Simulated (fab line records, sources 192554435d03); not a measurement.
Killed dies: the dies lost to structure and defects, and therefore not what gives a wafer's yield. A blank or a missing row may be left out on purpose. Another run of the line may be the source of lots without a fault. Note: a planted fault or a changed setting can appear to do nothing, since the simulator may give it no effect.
Split-lot trial || flow n5-finfet || on a route of 1938 steps: 7 lots, 21 wafers read

== ABOUT THE SPLIT ==
At N5_DUMMY_GATE_CVD_03 (deposits a-Si from SiH4, target thk 150 nm, time 8042 s), the setting temp-c was moved away from the recipe's 530 C on 18 of the 21 wafers read, by -1.9% to +4.3%. The other wafers ran this setting at the recipe's value.

Reading taken at the split's own step.

== THE READING ==
a-Si_of_DUMMY_GATE_CVD_03.thk-nm (the simulator's own value, which no gauge read), in nm, at N5_DUMMY_GATE_CVD_03 (deposits a-Si from SiH4, target thk 150 nm, time 8042 s). The file does not state a usual value for it. The 3 wafers here that ran the recipe average 150.5 nm, standard deviation 0.094 nm.

{"wafer": "L074.2", "tool, chamber at the split": "-, -", "temp-c as run, C": 521.9, "against the recipe": "-1.5%", "a-Si_of_DUMMY_GATE_CVD_03.thk-nm, nm": 118.8, "against lot-mates on the recipe": "no lot-mate on the recipe"}
{"wafer": "L074.3", "tool, chamber at the split": "-, -", "temp-c as run, C": 521.9, "against the recipe": "-1.5%", "a-Si_of_DUMMY_GATE_CVD_03.thk-nm, nm": 118.8, "against lot-mates on the recipe": "no lot-mate on the recipe"}
{"wafer": "L074.4", "tool, chamber at the split": "-, -", "temp-c as run, C": 521.9, "against the recipe": "-1.5%", "a-Si_of_DUMMY_GATE_CVD_03.thk-nm, nm": 118.4, "against lot-mates on the recipe": "no lot-mate on the recipe"}
{"wafer": "L076.1", "tool, chamber at the split": "-, -", "temp-c as run, C": 542.9, "against the recipe": "+2.4%", "a-Si_of_DUMMY_GATE_CVD_03.thk-nm, nm": 215.4, "against lot-mates on the recipe": "no lot-mate on the recipe"}
{"wafer": "L076.3", "tool, chamber at the split": "-, -", "temp-c as run, C": 542.9, "against the recipe": "+2.4%", "a-Si_of_DUMMY_GATE_CVD_03.thk-nm, nm": 216.6, "against lot-mates on the recipe": "no lot-mate on the recipe"}
{"wafer": "L076.6", "tool, chamber at the split": "-, -", "temp-c as run, C": 542.9, "against the recipe": "+2.4%", "a-Si_of_DUMMY_GATE_CVD_03.thk-nm, nm": 216, "against lot-mates on the recipe": "no lot-mate on the recipe"}
{"wafer": "L082.1", "tool, chamber at the split": "-, -", "temp-c as run, C": 522.4, "against the recipe": "-1.4%", "a-Si_of_DUMMY_GATE_CVD_03.thk-nm, nm": 120.6, "against lot-mates on the recipe": "no lot-mate on the recipe"}
{"wafer": "L082.4", "tool, chamber at the split": "-, -", "temp-c as run, C": 522.4, "against the recipe": "-1.4%", "a-Si_of_DUMMY_GATE_CVD_03.thk-nm, nm": 120.6, "against lot-mates on the recipe": "no lot-mate on the recipe"}
{"wafer": "L082.5", "tool, chamber at the split": "-, -", "temp-c as run, C": 522.4, "against the recipe": "-1.4%", "a-Si_of_DUMMY_GATE_CVD_03.thk-nm, nm": 119.2, "against lot-mates on the recipe": "no lot-mate on the recipe"}
{"wafer": "L086.2", "tool, chamber at the split": "-, -", "temp-c as run, C": 552.4, "against the recipe": "+4.2%", "a-Si_of_DUMMY_GATE_CVD_03.thk-nm, nm": 276.6, "against lot-mates on the recipe": "no lot-mate on the recipe"}
{"wafer": "L086.5", "tool, chamber at the split": "-, -", "temp-c as run, C": 552.4, "against the recipe": "+4.2%", "a-Si_of_DUMMY_GATE_CVD_03.thk-nm, nm": 276.6, "against lot-mates on the recipe": "no lot-mate on the recipe"}
{"wafer": "L086.6", "tool, chamber at the split": "-, -", "temp-c as run, C": 552.4, "against the recipe": "+4.2%", "a-Si_of_DUMMY_GATE_CVD_03.thk-nm, nm": 277.4, "against lot-mates on the recipe": "no lot-mate on the recipe"}
{"wafer": "L094.2", "tool, chamber at the split": "-, -", "temp-c as run, C": 519.8, "against the recipe": "-1.9%", "a-Si_of_DUMMY_GATE_CVD_03.thk-nm, nm": 112, "against lot-mates on the recipe": "no lot-mate on the recipe"}
{"wafer": "L094.3", "tool, chamber at the split": "-, -", "temp-c as run, C": 519.8, "against the recipe": "-1.9%", "a-Si_of_DUMMY_GATE_CVD_03.thk-nm, nm": 114, "against lot-mates on the recipe": "no lot-mate on the recipe"}
{"wafer": "L094.4", "tool, chamber at the split": "-, -", "temp-c as run, C": 519.8, "against the recipe": "-1.9%", "a-Si_of_DUMMY_GATE_CVD_03.thk-nm, nm": 112.8, "against lot-mates on the recipe": "no lot-mate on the recipe"}
{"wafer": "L095.2", "tool, chamber at the split": "lpcvd-01, 1/45,1/59", "temp-c as run, C": 530, "against the recipe": "recipe", "a-Si_of_DUMMY_GATE_CVD_03.thk-nm, nm": 150.6, "against lot-mates on the recipe": "-"}
{"wafer": "L095.5", "tool, chamber at the split": "lpcvd-01, 1/45,1/59", "temp-c as run, C": 530, "against the recipe": "recipe", "a-Si_of_DUMMY_GATE_CVD_03.thk-nm, nm": 150.6, "against lot-mates on the recipe": "-"}
{"wafer": "L095.4", "tool, chamber at the split": "lpcvd-01, 1/54", "temp-c as run, C": 530, "against the recipe": "recipe", "a-Si_of_DUMMY_GATE_CVD_03.thk-nm, nm": 150.4, "against lot-mates on the recipe": "-"}
{"wafer": "L097.1", "tool, chamber at the split": "-, -", "temp-c as run, C": 552.8, "against the recipe": "+4.3%", "a-Si_of_DUMMY_GATE_CVD_03.thk-nm, nm": 276.4, "against lot-mates on the recipe": "no lot-mate on the recipe"}
{"wafer": "L097.3", "tool, chamber at the split": "-, -", "temp-c as run, C": 552.8, "against the recipe": "+4.3%", "a-Si_of_DUMMY_GATE_CVD_03.thk-nm, nm": 278.8, "against lot-mates on the recipe": "no lot-mate on the recipe"}
{"wafer": "L097.6", "tool, chamber at the split": "-, -", "temp-c as run, C": 552.8, "against the recipe": "+4.3%", "a-Si_of_DUMMY_GATE_CVD_03.thk-nm, nm": 279, "against lot-mates on the recipe": "no lot-mate on the recipe"}
Rows listing several chambers each stand for several wafers; the file does not say which wafer went through which chamber.

THE FIT
A straight line over all 21 wafers: a-Si_of_DUMMY_GATE_CVD_03.thk-nm changes by +27 nm for each +1% of temp-c; r = +1.00; the points scatter about the line by 5.7 nm.
Too few moved wafers with a lot-mate on the recipe to fit a line net of each lot's own level.

== THE WHOLE CHAIN: every reading that the file lists as answering this split, in the file's order ==
{"step": "N5_DUMMY_GATE_CVD_03", "what it does": "deposits a-Si from SiH4, target thk 150 nm, time 8042 s", "reading": "a-Si_of_DUMMY_GATE_CVD_03.thk-nm (the simulator's own value, which no gauge read)", "change (the file's fit)": "+27 nm for each +1% of the setting", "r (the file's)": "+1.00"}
{"step": "N5_DUMMY_GATE_CMP_04", "what it does": "polishes a-Si", "reading": "time-to-endpoint-s", "change (the file's fit)": "withheld for each +1% of the setting", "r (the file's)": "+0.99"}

== THE FILE'S OWN FIT ==
a-Si_of_DUMMY_GATE_CVD_03.thk-nm changes by +27 nm for each +1% of temp-c, r = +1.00.
